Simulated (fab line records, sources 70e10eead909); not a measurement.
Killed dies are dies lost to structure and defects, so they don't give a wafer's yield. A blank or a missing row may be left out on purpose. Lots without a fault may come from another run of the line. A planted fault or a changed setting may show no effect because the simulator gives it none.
Which tool did it? | flow nand_harc | 12 lots, 36 wafers sampled, at 4 steps of a route of 1159

WHAT THE GAUGES READ, wafer by wafer
NHARC_A_CONTACT_CD_MEAS_53.
lot  | measured     | on        | cd_nm (nm)
L077 | day 16 16:11 | cd_sem-02 | 189.8 189.5 189.6
L078 | day 16 23:10 | cd_sem-01 | 188.1 187.9 188.7
L079 | day 17 07:43 | cd_sem-02 | 190.7 190.5 190.5
L081 | day 18 00:13 | cd_sem-02 | 188.8 189.1 188.8
L084 | day 18 17:35 | cd_sem-03 | 187.7 188.3 187.6
L086 | day 19 12:52 | cd_sem-01 | 188.8 188.7 188.7
L089 | day 19 22:22 | cd_sem-03 | 189.5 189.6 188.9
L088 | day 20 04:35 | cd_sem-01 | 190.5 190.1 190.1
L091 | day 20 14:10 | cd_sem-02 | 190.7 189.8 190.2
L093 | day 20 22:35 | cd_sem-01 | 188.7 189.5 188.5
L094 | day 22 00:02 | cd_sem-01 | 188.7 188.7 188.6
L096 | day 22 13:08 | cd_sem-02 | 189.9 189.9 190.1

WHICH TOOL RAN EACH LOT (tool, then ch and the chambers of the sampled wafers, then the start)
lot  | NHARC_A_SGD_CUT_STRIP_28                      | NHARC_A_WL_FILL_ETCHBACK_05       | NHARC_A_CONTACT_DEP_24
L077 | rie_diel-12 ch 0,1,2, day 15 13:44 or earlier | rie_metal-01 ch 0,1, day 15 13:44 | pecvd-03 ch 1,2, day 16 08:12
L078 | rie_diel-12 ch 0,1,2, day 15 14:50 or earlier | rie_metal-03 ch 0,1, day 15 14:50 | pecvd-04 ch 1,2, day 16 13:03
L079 | rie_diel-09 ch 0,2,3, day 15 23:38 or earlier | rie_metal-01 ch 0,1, day 15 23:38 | pecvd-03 ch 0,2, day 16 23:58
L081 | rie_diel-12 ch 1,3, day 16 20:07 or earlier   | rie_metal-03 ch 0,1, day 16 20:07 | pecvd-03 ch 0,1,2, day 17 17:13
L084 | rie_diel-12 ch 2,3, day 17 09:23 or earlier   | rie_metal-01 ch 0,1, day 17 09:23 | pecvd-02 ch 1,2, day 18 08:56
L086 | rie_diel-12 ch 1,2,3, day 18 06:56 or earlier | rie_metal-03 ch 0,1, day 18 06:56 | pecvd-04 ch 0,1,2, day 19 05:46
L089 | rie_diel-06 ch 0,2, day 18 18:14 or earlier   | rie_metal-03 ch 0, day 18 18:14   | pecvd-02 ch 1,2, day 19 15:16
L088 | rie_diel-12 ch 0,1,3, day 18 15:31 or earlier | rie_metal-02 ch 0,1, day 18 15:31 | pecvd-03 ch 0,1,2, day 19 21:18
L091 | rie_diel-09 ch 1,2,3, day 18 23:58 or earlier | rie_metal-03 ch 1, day 18 23:58   | pecvd-02 ch 0,2, day 20 02:40
L093 | rie_diel-09 ch 0,1,2, day 19 17:31 or earlier | rie_metal-03 ch 0,1, day 19 17:31 | pecvd-04 ch 0,1, day 20 15:11
L094 | rie_diel-06 ch 2,3, day 20 04:55 or earlier   | rie_metal-01 ch 0,1, day 20 04:55 | pecvd-03 ch 0,1,2, day 21 17:13
L096 | rie_diel-09 ch 0,3, day 20 01:56              | rie_metal-01 ch 0,1, day 21 01:12 | pecvd-02 ch 0,2, day 22 03:44
- NHARC_A_SGD_CUT_STRIP_28: strips in O2, time 20 s.
- NHARC_A_WL_FILL_ETCHBACK_05: etches the open film in Cl2/BCl3, target depth 22 nm, time 60 s.
- NHARC_A_CONTACT_DEP_24: deposits SiO2, target thk 500 nm.

THE ANSWER, worked out from the rows above alone
Rule: what is usual is taken from the lots themselves. Put in order of their means at a reading, lots are off if they are a third of the lots or fewer, leave a main group of 4 or more, and stand apart from it by a gap of 3 or more times the standard deviation of the main group's means; of several such gaps the widest counts. A main group whose means are all the same, to the digits that the tables above print for the reading, isn't used. A lot without any number at a reading at which 4 lots or more have one is off too. The other lots that the step has rows for count as sound.
No lot is off at any reading shown: from this, nothing can be told.

WHAT THE SIMULATOR HAD PUT IN
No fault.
